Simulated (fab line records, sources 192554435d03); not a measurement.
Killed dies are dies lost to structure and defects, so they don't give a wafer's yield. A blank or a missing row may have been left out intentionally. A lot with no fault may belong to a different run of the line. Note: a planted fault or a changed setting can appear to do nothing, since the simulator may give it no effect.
fab line records / flow n5Finfet / part 2 of 2: steps 41 to 41 of 41
record: lots: 5 wafers: 15 lastDay: 20
route steps=1938 shown BEOL_M4@1099 BEOL_M5@1112 BEOL_M10@1490 PASSIVATION@1936
lots that met no fault: taken from a fault-free run of the same line
startH: the number of hours between the record's first day and the start of the first shown wafer of the lot / waitH: hours since the lot's step before / " repeats the value in the row above / L1.1+2: one row covering several wafers at once / - no value, or no start was given / * or withheld: withheld / < > ~ a bound
route shown NAME@n: names a module that has steps shown in the file, with the first one's number in the route / usual: the fault-free wafers' mean and standard deviation / same: alike in all rows / chamber/n: place in a boat / sites: readings site by site / _std_site: standard deviation across them / _edge_site: the outer-site mean with the inner-site mean subtracted / radiusMm: for every site, how far away it sits from the centre of the wafer / mask NAME#n: copy n / behind: the last tool/chamber to shape the wafer / hold: the reason the lot was held/the length of the hold in hours/how it ended / device: which transistor (n, p or np) failed to switch / end of line: the tests these same wafers got at the end of their route / where a step has no rows: the recipe by itself / killed: the dies lost at the first sort to structure and to defects; this is not the yield of the wafer / map: the dies of a wafer, with x for killed, . for not killed, _ for no die there
set.NAME: the setting that was run; set.NAME@STEP: the one run at that earlier step / model.NAME: the simulator's own value behind a step, which no gauge read
lots at some steps of the route; a table a step, a row a wafer
services: a tool's chamber out of use, with start hour (startH, from the record's first day; less than 0 if before it), hours out, and reason
== steps ==
step: N5_PASSIVATION_PROBE_49
usual: defectLimitedYield: 90.9/1.6 killed_at_M0_to_M3: 37/11 killed_at_M4_up: 15/5.6 killedAtContacts: 13/6.4 killedAtFrontEnd: 39/11 killedAtOther: 4/3.1 killedDies: 107/19 killedOnRim: 14/4.3 killedOpen: 71/14 killedShort: 34/7.8 sort_bin_5_function: 5.3/1 sort_bin_6_memory: 3.4/0.72 sortNPass: 1072/20 sortYieldPct: 90.9/1.7
same: grossDies: 1180 killedAtBackSide: 0 sort_bin_4_leakage[%]: 0 sort_bin_8_speed[%]: 0
lot.wafer=L278.1 tool=prober-01 chamber=- startH=406.22 waitH=0.0 defectLimitedYield[%]=0 killed_at_M0_to_M3=38 killed_at_M4_up=1071 killedAtContacts=12 killedAtFrontEnd=56 killedAtOther=3 killedDies=1180 killedOnRim=152 killedOpen=85 killedShort=30 sort_bin_5_function[%]=96.4 sort_bin_6_memory[%]=3.4 sortNPass=0 sortYieldPct[%]=0
lot.wafer=L278.2 tool=prober-01 chamber=- startH=406.27 waitH=0.1 defectLimitedYield[%]=0 killed_at_M0_to_M3=35 killed_at_M4_up=1084 killedAtContacts=11 killedAtFrontEnd=46 killedAtOther=4 killedDies=1180 killedOnRim=152 killedOpen=63 killedShort=41 sort_bin_5_function[%]=96.6 sort_bin_6_memory[%]=3.0 sortNPass=0 sortYieldPct[%]=0
lot.wafer=L278.5 tool=prober-01 chamber=- startH=406.42 waitH=0.2 defectLimitedYield[%]=0 killed_at_M0_to_M3=47 killed_at_M4_up=1062 killedAtContacts=9 killedAtFrontEnd=48 killedAtOther=14 killedDies=1180 killedOnRim=152 killedOpen=95 killedShort=36 sort_bin_5_function[%]=95.3 sort_bin_6_memory[%]=4.3 sortNPass=0 sortYieldPct[%]=0
lot.wafer=L275.1 tool=prober-02 chamber=- startH=410.64 waitH=0.0 defectLimitedYield[%]=0 killed_at_M0_to_M3=34 killed_at_M4_up=1100 killedAtContacts=7 killedAtFrontEnd=37 killedAtOther=2 killedDies=1180 killedOnRim=152 killedOpen=64 killedShort=27 sort_bin_5_function[%]=97.2 sort_bin_6_memory[%]=2.6 sortNPass=0 sortYieldPct[%]=0
lot.wafer=L275.2 tool=prober-02 chamber=- startH=410.69 waitH=0.1 defectLimitedYield[%]=0 killed_at_M0_to_M3=45 killed_at_M4_up=1071 killedAtContacts=16 killedAtFrontEnd=38 killedAtOther=10 killedDies=1180 killedOnRim=152 killedOpen=87 killedShort=35 sort_bin_5_function[%]=95.7 sort_bin_6_memory[%]=4.1 sortNPass=0 sortYieldPct[%]=0
lot.wafer=L275.3 tool=prober-02 chamber=- startH=410.74 waitH=0.1 defectLimitedYield[%]=0 killed_at_M0_to_M3=27 killed_at_M4_up=1105 killedAtContacts=3 killedAtFrontEnd=43 killedAtOther=2 killedDies=1180 killedOnRim=152 killedOpen=50 killedShort=32 sort_bin_5_function[%]=96.9 sort_bin_6_memory[%]=2.9 sortNPass=0 sortYieldPct[%]=0
lot.wafer=L282.1 tool=prober-02 chamber=- startH=429.14 waitH=0.0 defectLimitedYield[%]=0 killed_at_M0_to_M3=38 killed_at_M4_up=1088 killedAtContacts=9 killedAtFrontEnd=43 killedAtOther=2 killedDies=1180 killedOnRim=152 killedOpen=76 killedShort=23 sort_bin_5_function[%]=96.2 sort_bin_6_memory[%]=3.7 sortNPass=0 sortYieldPct[%]=0
lot.wafer=L282.5 tool=prober-02 chamber=- startH=429.34 waitH=0.2 defectLimitedYield[%]=0 killed_at_M0_to_M3=32 killed_at_M4_up=1089 killedAtContacts=19 killedAtFrontEnd=33 killedAtOther=7 killedDies=1180 killedOnRim=152 killedOpen=64 killedShort=45 sort_bin_5_function[%]=96.8 sort_bin_6_memory[%]=3.1 sortNPass=0 sortYieldPct[%]=0
lot.wafer=L282.6 tool=prober-02 chamber=- startH=429.39 waitH=0.3 defectLimitedYield[%]=0 killed_at_M0_to_M3=31 killed_at_M4_up=1104 killedAtContacts=17 killedAtFrontEnd=24 killedAtOther=4 killedDies=1180 killedOnRim=152 killedOpen=52 killedShort=29 sort_bin_5_function[%]=96.7 sort_bin_6_memory[%]=3.2 sortNPass=0 sortYieldPct[%]=0
lot.wafer=L286.1 tool=prober-01 chamber=- startH=447.75 waitH=0.0 defectLimitedYield[%]=90.6 killed_at_M0_to_M3=34 killed_at_M4_up=14 killedAtContacts=22 killedAtFrontEnd=39 killedAtOther=2 killedDies=111 killedOnRim=12 killedOpen=69 killedShort=40 sort_bin_5_function[%]=4.9 sort_bin_6_memory[%]=3.8 sortNPass=1069 sortYieldPct[%]=90.6
lot.wafer=L286.2 tool=prober-01 chamber=- startH=447.80 waitH=0.1 defectLimitedYield[%]=93.2 killed_at_M0_to_M3=26 killed_at_M4_up=8 killedAtContacts=14 killedAtFrontEnd=27 killedAtOther=5 killedDies=80 killedOnRim=9 killedOpen=55 killedShort=24 sort_bin_5_function[%]=3.5 sort_bin_6_memory[%]=3.0 sortNPass=1100 sortYieldPct[%]=93.2
lot.wafer=L286.5 tool=prober-01 chamber=- startH=447.95 waitH=0.2 defectLimitedYield[%]=92.5 killed_at_M0_to_M3=27 killed_at_M4_up=9 killedAtContacts=22 killedAtFrontEnd=29 killedAtOther=1 killedDies=88 killedOnRim=8 killedOpen=52 killedShort=35 sort_bin_5_function[%]=4.7 sort_bin_6_memory[%]=2.2 sortNPass=1092 sortYieldPct[%]=92.5
killed by level:class
L278.1 BEOL_M10:areaEtch=1064 STI_FIN_REVEAL:geometricParticle:open=17 FIN_SAQP:geometricParticle:open=11 BEOL_M1:geometricParticle:open=10 BEOL_M3:geometricParticle:open=9 MOL_CONTACT_COAG:geometricParticle:open=8 BEOL_M2:geometricParticle:open=6 FIN_SAQP:geometricParticle:short=5
L278.2 BEOL_M10:areaEtch=1076 FIN_SAQP:geometricParticle:open=14 BEOL_M3:geometricParticle:open=9 MOL_CONTACT_COAG:geometricParticle:open=8 GATE_CUT:geometricParticle:short=6 BEOL_M0_SAQP:geometricParticle:open=6 STARTING-WAFER:geometricParticle:short=6 BEOL_M1:geometricParticle:open=5
L278.5 BEOL_M10:areaEtch=1048 STI_FIN_REVEAL:geometricParticle:open=16 FIN_SAQP:geometricParticle:open=15 BEOL_M3:geometricParticle:open=14 BEOL_M0_SAQP:geometricParticle:open=9 MOL_CONTACT_COAG:geometricParticle:open=8 BEOL_M0_SAQP:geometricParticle:short=6 BEOL_M0:geometricParticle:open=6
L275.1 BEOL_M10:areaEtch=1088 FIN_SAQP:geometricParticle:open=12 BEOL_M2:geometricParticle:open=7 MOL_CONTACT_COAG:geometricParticle:open=7 BEOL_M3:geometricParticle:open=7 BEOL_M0_SAQP:geometricParticle:open=6 BEOL_M0_SAQP:geometricParticle:short=6 FIN_SAQP:geometricParticle:short=4
L275.2 BEOL_M10:areaEtch=1056 BEOL_M2:geometricParticle:open=15 MOL_CONTACT_COAG:geometricParticle:open=11 FIN_SAQP:geometricParticle:open=10 BEOL_M4:geometricParticle:open=8 BEOL_M1:geometricParticle:open=7 STI_FIN_REVEAL:geometricParticle:open=6 MOL_CONTACT_COAG:geometricParticle:short=5
L275.3 BEOL_M10:areaEtch=1097 FIN_SAQP:geometricParticle:open=9 BEOL_M2:geometricParticle:open=9 DUMMY_GATE:geometricParticle:open=7 BEOL_M0_SAQP:geometricParticle:short=6 FIN_SAQP:geometricParticle:short=5 BEOL_M4:geometricParticle:short=5 STI_FIN_REVEAL:geometricParticle:open=4
L282.1 BEOL_M10:areaEtch=1078 FIN_SAQP:geometricParticle:open=18 STI_FIN_REVEAL:geometricParticle:open=8 MOL_CONTACT_COAG:geometricParticle:open=8 BEOL_M3:geometricParticle:open=8 BEOL_M4:geometricParticle:open=6 BEOL_M0_SAQP:geometricParticle:short=6 BEOL_M2:geometricParticle:open=5
L282.5 BEOL_M10:areaEtch=1070 MOL_CONTACT_COAG:geometricParticle:open=16 BEOL_M4:geometricParticle:open=12 FIN_SAQP:geometricParticle:short=9 BEOL_M3:geometricParticle:open=8 FIN_SAQP:geometricParticle:open=5 BEOL_M0_SAQP:geometricParticle:open=5 STARTING-WAFER:geometricParticle:short=5
L282.6 BEOL_M10:areaEtch=1098 MOL_CONTACT_COAG:geometricParticle:open=14 FIN_SAQP:geometricParticle:short=9 BEOL_M1:geometricParticle:open=9 FIN_SAQP:geometricParticle:open=7 BEOL_M3:geometricParticle:open=5 BEOL_M1:geometricParticle:short=4 MOL_CONTACT_COAG:geometricParticle:short=3
L286.1 MOL_CONTACT_COAG:geometricParticle:open=14 FIN_SAQP:geometricParticle:open=10 BEOL_M0_SAQP:geometricParticle:open=9 BEOL_M1:geometricParticle:open=8 FIN_SAQP:geometricParticle:short=7 MOL_CONTACT_COAG:geometricParticle:short=7 BEOL_M4:geometricParticle:open=6 BEOL_M0_SAQP:geometricParticle:short=5
L286.2 MOL_CONTACT_COAG:geometricParticle:open=10 STI_FIN_REVEAL:geometricParticle:open=7 BEOL_M0_SAQP:geometricParticle:open=7 BEOL_M4:geometricParticle:open=7 GATE_CUT:geometricParticle:open=6 BEOL_M2:geometricParticle:open=5 BEOL_M0_SAQP:geometricParticle:short=4 MOL_CONTACT_COAG:geometricParticle:short=3
L286.5 MOL_CONTACT_COAG:geometricParticle:open=16 BEOL_M0_SAQP:geometricParticle:short=8 BEOL_M3:geometricParticle:open=7 STI_FIN_REVEAL:geometricParticle:open=6 DUMMY_GATE:geometricParticle:open=5 MOL_CONTACT_COAG:geometricParticle:short=5 DUMMY_GATE:geometricParticle:short=4 BEOL_M0_SAQP:geometricParticle:open=4
map L275.1 (x killed, . not)
_________________xxxxxxxxxxxx________________
______________xxxxxxxxxxxxxxxxxx_____________
___________xxxxxxxxxxxxxxxxxxxxxxxx__________
__________xxxxxxxxxxxxxxxxxxxxxxxxxx_________
________xxxxxxxxxxxxxxxxxxxxxxxxxxxxxx_______
_______xxxxxxxxxxxxxxxxxxxxxxxxxxxxxxxx______
______xxxxxxxxxxxxxxxxxxxxxxxxxxxxxxxxxx_____
_____xxxxxxxxxxxxxxxxxxxxxxxxxxxxxxxxxxxx____
____xxxxxxxxxxxxxxxxxxxxxxxxxxxxxxxxxxxxxx___
___xxxxxxxxxxxxxxxxxxxxxxxxxxxxxxxxxxxxxxxx__
___xxxxxxxxxxxxxxxxxxxxxxxxxxxxxxxxxxxxxxxx__
__xxxxxxxxxxxxxxxxxxxxxxxxxxxxxxxxxxxxxxxxxx_
__xxxxxxxxxxxxxxxxxxxxxxxxxxxxxxxxxxxxxxxxxx_
_xxxxxxxxxxxxxxxxxxxxxxxxxxxxxxxxxxxxxxxxxxxx
_xxxxxxxxxxxxxxxxxxxxxxxxxxxxxxxxxxxxxxxxxxxx
_xxxxxxxxxxxxxxxxxxxxxxxxxxxxxxxxxxxxxxxxxxxx
_xxxxxxxxxxxxxxxxxxxxxxxxxxxxxxxxxxxxxxxxxxxx
_xxxxxxxxxxxxxxxxxxxxxxxxxxxxxxxxxxxxxxxxxxxx
_xxxxxxxxxxxxxxxxxxxxxxxxxxxxxxxxxxxxxxxxxxxx
_xxxxxxxxxxxxxxxxxxxxxxxxxxxxxxxxxxxxxxxxxxxx
_xxxxxxxxxxxxxxxxxxxxxxxxxxxxxxxxxxxxxxxxxxxx
__xxxxxxxxxxxxxxxxxxxxxxxxxxxxxxxxxxxxxxxxxx_
__xxxxxxxxxxxxxxxxxxxxxxxxxxxxxxxxxxxxxxxxxx_
___xxxxxxxxxxxxxxxxxxxxxxxxxxxxxxxxxxxxxxxx__
___xxxxxxxxxxxxxxxxxxxxxxxxxxxxxxxxxxxxxxxx__
____xxxxxxxxxxxxxxxxxxxxxxxxxxxxxxxxxxxxxx___
_____xxxxxxxxxxxxxxxxxxxxxxxxxxxxxxxxxxxx____
______xxxxxxxxxxxxxxxxxxxxxxxxxxxxxxxxxx_____
_______xxxxxxxxxxxxxxxxxxxxxxxxxxxxxxxx______
________xxxxxxxxxxxxxxxxxxxxxxxxxxxxxx_______
__________xxxxxxxxxxxxxxxxxxxxxxxxxx_________
___________xxxxxxxxxxxxxxxxxxxxxxxx__________
______________xxxxxxxxxxxxxxxxxx_____________
_________________xxxxxxxxxxxx________________
map L278.1 (x killed, . not)
_________________xxxxxxxxxxxx________________
______________xxxxxxxxxxxxxxxxxx_____________
___________xxxxxxxxxxxxxxxxxxxxxxxx__________
__________xxxxxxxxxxxxxxxxxxxxxxxxxx_________
________xxxxxxxxxxxxxxxxxxxxxxxxxxxxxx_______
_______xxxxxxxxxxxxxxxxxxxxxxxxxxxxxxxx______
______xxxxxxxxxxxxxxxxxxxxxxxxxxxxxxxxxx_____
_____xxxxxxxxxxxxxxxxxxxxxxxxxxxxxxxxxxxx____
____xxxxxxxxxxxxxxxxxxxxxxxxxxxxxxxxxxxxxx___
___xxxxxxxxxxxxxxxxxxxxxxxxxxxxxxxxxxxxxxxx__
___xxxxxxxxxxxxxxxxxxxxxxxxxxxxxxxxxxxxxxxx__
__xxxxxxxxxxxxxxxxxxxxxxxxxxxxxxxxxxxxxxxxxx_
__xxxxxxxxxxxxxxxxxxxxxxxxxxxxxxxxxxxxxxxxxx_
_xxxxxxxxxxxxxxxxxxxxxxxxxxxxxxxxxxxxxxxxxxxx
_xxxxxxxxxxxxxxxxxxxxxxxxxxxxxxxxxxxxxxxxxxxx
_xxxxxxxxxxxxxxxxxxxxxxxxxxxxxxxxxxxxxxxxxxxx
_xxxxxxxxxxxxxxxxxxxxxxxxxxxxxxxxxxxxxxxxxxxx
_xxxxxxxxxxxxxxxxxxxxxxxxxxxxxxxxxxxxxxxxxxxx
_xxxxxxxxxxxxxxxxxxxxxxxxxxxxxxxxxxxxxxxxxxxx
_xxxxxxxxxxxxxxxxxxxxxxxxxxxxxxxxxxxxxxxxxxxx
_xxxxxxxxxxxxxxxxxxxxxxxxxxxxxxxxxxxxxxxxxxxx
__xxxxxxxxxxxxxxxxxxxxxxxxxxxxxxxxxxxxxxxxxx_
__xxxxxxxxxxxxxxxxxxxxxxxxxxxxxxxxxxxxxxxxxx_
___xxxxxxxxxxxxxxxxxxxxxxxxxxxxxxxxxxxxxxxx__
___xxxxxxxxxxxxxxxxxxxxxxxxxxxxxxxxxxxxxxxx__
____xxxxxxxxxxxxxxxxxxxxxxxxxxxxxxxxxxxxxx___
_____xxxxxxxxxxxxxxxxxxxxxxxxxxxxxxxxxxxx____
______xxxxxxxxxxxxxxxxxxxxxxxxxxxxxxxxxx_____
_______xxxxxxxxxxxxxxxxxxxxxxxxxxxxxxxx______
________xxxxxxxxxxxxxxxxxxxxxxxxxxxxxx_______
__________xxxxxxxxxxxxxxxxxxxxxxxxxx_________
___________xxxxxxxxxxxxxxxxxxxxxxxx__________
______________xxxxxxxxxxxxxxxxxx_____________
_________________xxxxxxxxxxxx________________
== services ==
tool=rieDiel-04 chamber=2 startH=332.82 hours=4.0 kind=repair
tool=rieDiel-03 chamber=2 startH=390.73 hours=- kind=clean
tool=rieDiel-03 chamber=2 startH=390.73 hours=- kind=consumableReplace:focusRing
tool=rieDiel-03 chamber=2 startH=390.73 hours=25.9 kind=scheduledDown
tool=rieDiel-03 chamber=2 startH=390.73 hours=25.9 kind=ventCycle
tool=rieDiel-01 chamber=0 startH=394.03 hours=3.4 kind=repair
tool=rieDiel-04 chamber=3 startH=403.00 hours=26.1 kind=repair
tool=rieDiel-01 chamber=1 startH=409.37 hours=8.5 kind=repair
tool=rieDiel-03 chamber=1 startH=417.77 hours=8.0 kind=repair
== key ==
firstSign: step: N5_BEOL_M10_STRIP_67 reading: toolRecord direction: missing
effect: step: N5_BEOL_M10_VIA_ETCH_34 reading: oesProductAu direction: down sigmas: 6 usual: 0.77 struck: 0.29
effect: step: N5_BEOL_M10_OCD_MEAS_38 reading: trenchDepthNm direction: missing
effect: step: N5_PASSIVATION_PROBE_49 reading: killed_at_M4_up direction: up sigmas: 99+ usual: 15 struck: 1086
modelEffect: step: N5_BEOL_M10_STRIP_67 value: SiARC_of_BEOL_M10_COAT_60.thkNm without: 0 struck: 23.44
modelEffect: step: N5_BEOL_M10_STRIP_19 value: SOC_of_BEOL_M10_COAT_59.thkNm without: 0 struck: 92.09
modelEffect: step: N5_BEOL_M10_ETCH_66 value: etch.depthNm without: 100.3 struck: 140.2
modelEffect: step: N5_BEOL_M10_ETCH_41 value: SiARC_of_BEOL_M10_COAT_60.thkNm without: 0 struck: 11.18
moreKillsBornAt: N5_BEOL_M10_ETCH_66@rieDiel-01: 6487 N5_BEOL_M10_ETCH_66@rieDiel-03: 3188
metAt N5_BEOL_M10_STRIP_67
struckWafers L275.1,L275.2,L275.3,L278.1,L278.2,L278.5,L282.1,L282.5,L282.6
laterRowsLeftOut L275.1,L275.2,L275.3,L278.1,L278.2,L278.5,L282.1,L282.5,L282.6
fault: kind: skippedStepWhole tool: rieDiel-01,rieDiel-04 chamber: - onsetH: 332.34 steps: N5_BEOL_M10_STRIP_67 scope: struckLotsOnly
laterRowsLeftOut: the simulator's readings of these wafers behind a module that went badly wrong aren't trusted and aren't shown, but for the sort
